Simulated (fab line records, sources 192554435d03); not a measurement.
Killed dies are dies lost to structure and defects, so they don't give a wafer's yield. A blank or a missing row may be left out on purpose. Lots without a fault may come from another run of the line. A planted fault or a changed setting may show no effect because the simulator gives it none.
One fault seen from 3 desks | flow n5_finfet | each desk has only its own numbers; what lay behind them comes last

THE METROLOGY DESK
What the gauges read, lot by lot, whatever tool the lot ran on: means of the sampled wafers that have a number. A lot is out of limits, marked OUT, if its mean lies more than 4 standard deviations from the usual mean; the brackets give that distance. Of its 13 readings 7 are shown: those that lie furthest out on some lot.
Columns: A = DIBL_N at N5_BEOL_M4_RC_MEAS_101, usual 37.0 mV/V; B = DIBL_P at N5_BEOL_M4_RC_MEAS_101, usual 36.7 mV/V; C = IOFF_N at N5_BEOL_M4_RC_MEAS_101, usual 0.17 nA/um; D = IOFF_P at N5_BEOL_M4_RC_MEAS_101, usual 0.22 nA/um; E = ION_N at N5_BEOL_M4_RC_MEAS_101, usual 672 uA/um; F = SS_P at N5_BEOL_M4_RC_MEAS_101, usual 73.4 mV/dec; G = VT_N at N5_BEOL_M4_RC_MEAS_101, usual 250 mV
lot  | first seen here | A    | B    | C    | D    | E   | F    | G
L471 | day 7 01:10     | 36.9 | 37.2 | 0.17 | 0.22 | 674 | 73.2 | 249
L473 | day 7 14:07     | 36.6 | 36.2 | 0.16 | 0.21 | 673 | 73.3 | 250
L481 | day 9 16:37     | 37.8 | 37.7 | 0.19 | 0.26 | 684 | 73.4 | 246
L484 | day 11 08:10    | 34.1 | 35.2 | 0.11 | 0.17 | 648 | 72.5 | 257
L483 | day 11 08:16    | 39.6 | 39.7 | 0.23 | 0.27 | 691 | 74.2 | 245
L487 | day 11 09:22    | 36.3 | 35.1 | 0.15 | 0.22 | 674 | 73.2 | 249
This desk's finding: nothing out of limits on any of the 6 lots.

THE TOOL OWNER'S DESK: litho_track-01
The tool's own readings at N5_BEOL_M0_SAQP_COAT_82 (time 60 s, resist thk 30 nm): means of the sampled wafers that have a number, for each lot that ran on this tool. A lot is out of limits, marked OUT, if its mean lies more than 4 standard deviations from the usual mean; the brackets give that distance.
Columns: A = heater_power_total_W at N5_BEOL_M0_SAQP_COAT_82, usual 427.7 W; B = spin_speed_rpm at N5_BEOL_M0_SAQP_COAT_82, usual 1500.0 rpm
lot  | first seen here | A     | B
L471 | day 7 01:17     | 429.1 | 1501.2
L481 | day 9 16:43     | 426.4 | 1406.8 (-99 or more) OUT
L483 | day 11 08:23    | 427.6 | 1407.8 (-99 or more) OUT
This desk's finding: out of limits on L481, L483; first on L481, day 9 16:43 (spin_speed_rpm at N5_BEOL_M0_SAQP_COAT_82). In limits: L471.

THE DEFECT DESK
What the inspections along the route counted, lot by lot: means of the sampled wafers that have a number. A lot is out of limits, marked OUT, if its mean lies more than 4 standard deviations from the usual mean; the brackets give that distance.
Columns: A = raw_defect_count at N5_MOL_CONTACT_COAG_INSPECT_97, usual 52; B = raw_defect_count at N5_BEOL_M0_SAQP_INSPECT_16, usual 507
lot  | first seen here | A  | B
L471 | day 6 23:15     | 69 | 544
L473 | day 7 11:24     | 52 | 523
L481 | day 9 14:38     | 72 | 455
L483 | day 11 06:34    | 46 | 688
L484 | day 11 06:35    | 41 | 272
L487 | day 11 07:10    | 43 | 336
This desk's finding: nothing out of limits on any of the 6 lots.

PUT TOGETHER
The tool owner's desk could have raised an alarm at day 9 16:43, on L481, L483.
The metrology desk saw nothing out of limits.
The defect desk saw nothing out of limits.
The metrology desk has L481, L483 on record, within its limits.
The defect desk has L481, L483 on record, within its limits.
Of the lots named, all ran N5_BEOL_M0_SAQP_COAT_82 on litho_track-01.

WHAT THE SIMULATOR HAD PUT IN
Process parameter drift: litho_track-01, from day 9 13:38 on, at N5_BEOL_M0_SAQP_COAT_82. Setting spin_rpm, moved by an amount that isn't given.
Lots struck among those shown: L481, L483.
Hours from the fault's start to each desk's first reading out of limits: the tool owner's desk, 3.
